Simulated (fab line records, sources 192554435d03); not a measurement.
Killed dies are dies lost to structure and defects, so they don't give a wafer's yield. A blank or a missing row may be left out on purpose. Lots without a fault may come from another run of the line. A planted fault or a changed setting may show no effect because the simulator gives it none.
A struck lot beside a sound one | flow n5_finfet | 15 steps out of a route of 1938
Sound: wafers L319.2, L319.3, L319.4. Struck: wafer L334.4. (L334.2, L334.6 of the same lot were not struck and are left out.) The cause comes at the end.
At each step with rows: each side's tool, then ch and its chambers, then its first start. Under that, the readings that differ: sound wafers | struck wafers | difference of the means | sigmas: that difference in standard deviations of wafers without a fault.
alike: readings whose means differ by less than 2 such deviations, and words and numbers that are the same on both sides. not compared: withheld readings, readings that some wafer has no value for, bounds like >300 that may hide the same value, and numbers for which the record gives no deviation and whose values overlap.
The two part at a step that has a row with sigmas, a row that says differs or no value, or rows on one side only. Numbers that don't overlap but have no deviation are shown without sigmas and don't part them. A reading that every wafer of one side lacks parts them only if that side has two wafers or more.

N5_HKMG_FIN_CD_MEAS_12: target cd 92.8 nm.
  sound on cd_sem-03 ch 0, day 5 08:59; struck on cd_sem-02 ch 0, day 9 03:10
  reading    | sound          | struck | difference | sigmas
  cd_nm (nm) | 93.7 93.3 93.1 | 91.6   | -1.8       | -2
N5_HKMG_FIN_OVL_MEAS_13:
  sound on overlay-01 ch 0, day 5 09:01; struck on overlay-01 ch 0, day 9 03:11
  alike: NWFM_OVL
N5_HKMG_FIN_INSPECT_14: inspects for defects (macro).
  sound on defect_inspect-01, day 5 09:02; struck on defect_inspect-02, day 9 03:13
  alike: raw_defect_count
N5_HKMG_FIN_DESCUM_17: chemistry O2, time 7.9 s.
  sound on rie_diel-04 ch 0,1, day 5 09:15; struck on rie_diel-01 ch 2, day 9 03:15
  alike: bias_power_w, drypump_motor_current_A, oes_product_au, rf_vpp_V, showerhead_plenum_p_Torr, throttle_valve_pct
  not compared: rf_hours_counter_h
then, 1 step without rows for these wafers: N5_HKMG_FIN_ETCH_31 (etches SiARC in CF4, target depth 45.5 nm, time 75.8 s).
N5_HKMG_FIN_ETCH_32: etches SOC in N2/H2, target depth 240 nm, time 300 s.
  sound on rie_diel-04 ch 0,1, day 5 09:20; struck on rie_diel-01 ch 2, day 9 03:20
  alike: bias_w, drypump_motor_current_A, oes_product_au, rf_vpp_V, showerhead_plenum_p_Torr, throttle_valve_pct
  not compared: rf_hours_counter_h
then, 1 step without rows for these wafers: N5_HKMG_FIN_STRIP_33 (strips in N2/H2).
N5_HKMG_FIN_STRIP_34: strips in CF4.
  sound on rie_diel-04 ch 0,1, day 5 09:32; struck on rie_diel-01 ch 2, day 9 03:32
  alike: bias_power_w, cf4_flow_sccm, drypump_motor_current_A, oes_product_au, power_w, rf_vpp_V, showerhead_plenum_p_Torr, throttle_valve_pct
  not compared: rf_hours_counter_h
N5_HKMG_FIN_ETCH_35: etches SOC in N2/H2, target depth 215.8 nm, time 243.4 s.
  sound on rie_diel-04 ch 0,1, day 5 09:33; struck on rie_diel-01 ch 2, day 9 03:33
  alike: bias_w, drypump_motor_current_A, oes_product_au, rf_vpp_V, showerhead_plenum_p_Torr, throttle_valve_pct
  not compared: rf_hours_counter_h
N5_HKMG_FIN_STRIP_92: strips SOC in N2/H2, time 20 s.
  sound on rie_diel-04 ch 0,1, day 5 09:42; struck on rie_diel-01 ch 2, day 9 03:42
  reading     | sound             | struck | difference | sigmas
  power_w (W) | 500.5 499.8 499.0 | 503.2  | +3.4       | +2
  alike: bias_power_w, drypump_motor_current_A, oes_product_au, rf_vpp_V, showerhead_plenum_p_Torr, throttle_valve_pct
  not compared: rf_hours_counter_h
then, 2 steps without rows for these wafers: N5_HKMG_FIN_WET_ETCH_18 (etches TiN in SC1, time 55 s, target depth 5.2 nm, rinse time 30 s); N5_HKMG_FIN_STRIP_19 (strips in N2/H2, time 360 s).
N5_HKMG_FIN_ALD_91: deposits TiN, target thk 1 nm, pulse time 1 s, purge time 3 s.
  sound on ald_metal-04 ch 0,1,3, day 5 10:14; struck on ald_metal-04 ch 2, day 9 04:14
  reading               | sound          | struck | difference | sigmas
  ald_cycles            | 47 47 47       | 39     | -8         |
  heater_power_w (W)    | 948 730 924    | 1073   | +206       | +2
  since_wet_clean_h (h) | 2846 2846 2846 | 2936   | +90        |
  alike: precursor_pulse_height_rel
then, 1 step without rows for these wafers: N5_HKMG_FIN_COAT_85 (time 60 s, resist thk 300 nm).
N5_PASSIVATION_PROBE_49:
  the record has rows for the sound wafers here (prober-01, day 14 13:10) and none for the struck ones

WHERE THEY PART
First at N5_HKMG_FIN_CD_MEAS_12; last, within this record, at N5_PASSIVATION_PROBE_49.

WHY: what the simulator had put in
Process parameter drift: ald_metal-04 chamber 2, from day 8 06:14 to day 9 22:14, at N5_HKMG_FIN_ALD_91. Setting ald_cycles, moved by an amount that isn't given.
